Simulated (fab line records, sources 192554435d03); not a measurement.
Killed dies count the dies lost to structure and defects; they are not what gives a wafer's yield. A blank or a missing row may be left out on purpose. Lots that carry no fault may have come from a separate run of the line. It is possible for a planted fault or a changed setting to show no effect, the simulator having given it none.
Lot-split experiment | flow n5Finfet | route with 1938 steps; 7 lots, 21 wafers read

## THE SPLIT ITSELF
At N5_BEOL_M11_ETCH_41 (etches SiCN in CH3F/O2, target depth 42.6 nm, time 86 s), the setting timeS was moved away from the recipe's 86 s on 2 of the 21 wafers read, by -22.1% to -14.7%. All remaining wafers had this setting at the recipe value.

Reading taken at the split's own step.

## THE READING
etch.depthNm (the simulator's own value, which no gauge read), in nm, at N5_BEOL_M11_ETCH_41 (etches SiCN in CH3F/O2, target depth 42.6 nm, time 86 s). The file gives no usual value for it. The 19 wafers here that ran the recipe average 32.49 nm, standard deviation 0.64 nm.

wafer  | tool, chamber at the split | timeS as run, s | against the recipe | etch.depthNm, nm | against lot-mates on the recipe
L076.2 | rieDiel-06, 2              | 86              | recipe             | 31.57            | -
L076.3 | rieDiel-06, 1              | 86              | recipe             | 32.54            | -
L076.4 | rieDiel-06, 0              | 86              | recipe             | 32.11            | -
L081.1 | rieDiel-06, 3              | 86              | recipe             | 33.28            | -
L081.4 | rieDiel-06, 1              | 86              | recipe             | 32.95            | -
L081.5 | rieDiel-06, 2              | 73.35           | -14.7%             | 27.44            | -5.68
L083.1 | rieDiel-06, 1              | 86              | recipe             | 32.66            | -
L083.2 | rieDiel-06, 3              | 86              | recipe             | 33.49            | -
L083.5 | rieDiel-06, 1              | 67.03           | -22.1%             | 25.43            | -7.65
L091.1 | rieDiel-02, 3              | 86              | recipe             | 31.7             | -
L091.3 | rieDiel-02, 0              | 86              | recipe             | 31.32            | -
L091.6 | rieDiel-02, 0              | 86              | recipe             | 31.43            | -
L090.4 | rieDiel-04, 0              | 86              | recipe             | 32.99            | -
L090.5 | rieDiel-04, 0              | 86              | recipe             | 32.98            | -
L090.6 | rieDiel-04, 3              | 86              | recipe             | 32.19            | -
L093.1 | rieDiel-04, 1              | 86              | recipe             | 32.47            | -
L093.3 | rieDiel-04, 2              | 86              | recipe             | 33.09            | -
L093.6 | rieDiel-04, 2              | 86              | recipe             | 33.24            | -
L095.1 | rieDiel-02, 3              | 86              | recipe             | 32               | -
L095.5 | rieDiel-02, 1              | 86              | recipe             | 32.63            | -
L095.6 | rieDiel-02, 0              | 86              | recipe             | 32.73            | -

THE FIT
A straight line over all 21 wafers: etch.depthNm changes by +0.327 nm for each +1% of timeS; r = +0.95; the points scatter about the line by 0.64 nm.
The same after taking each lot's own level away (the mean of its wafers on the recipe; 21 wafers): +0.358 nm for each +1%; r = +0.99; scatter 0.34 nm.
That fit puts the effect of the largest move of timeS on the reading at 7.9 nm.
The span of the lots' own levels, 31.483 to 33.115 nm, comes to 2.5 times the standard deviation stated above.
Hence the lot-to-lot level has little effect on the slope; both slopes agree.
Check: for one of the wafers moved furthest among these (-22.1%), held out of the fit, the line's prediction against its lot-mates is -8.51 nm. Against them it came out at -7.65 nm.

## FURTHER SPLITS ON THESE WAFERS
Note: prior to the reading, these wafers also went through further splits. Each is held against what the fit with the lots' levels taken away leaves over:
other split on the same wafers  | wafers away from the commonest value | r with etch.depthNm (lot level and that fit taken away)
N5_BEOL_M9_ETCH_66 timeS        | 5                                    | -0.14
N5_BEOL_M9_TRENCH_ETCH_37 biasW | 8                                    | +0.19
N5_BEOL_M10_PECVD_70 timeS      | 8                                    | -0.36
N5_BEOL_M11_ETCH_66 timeS       | 5                                    | -0.15

## FILE'S OWN FIT
etch.depthNm changes by +0.359 nm for each +1% of timeS, r = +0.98.
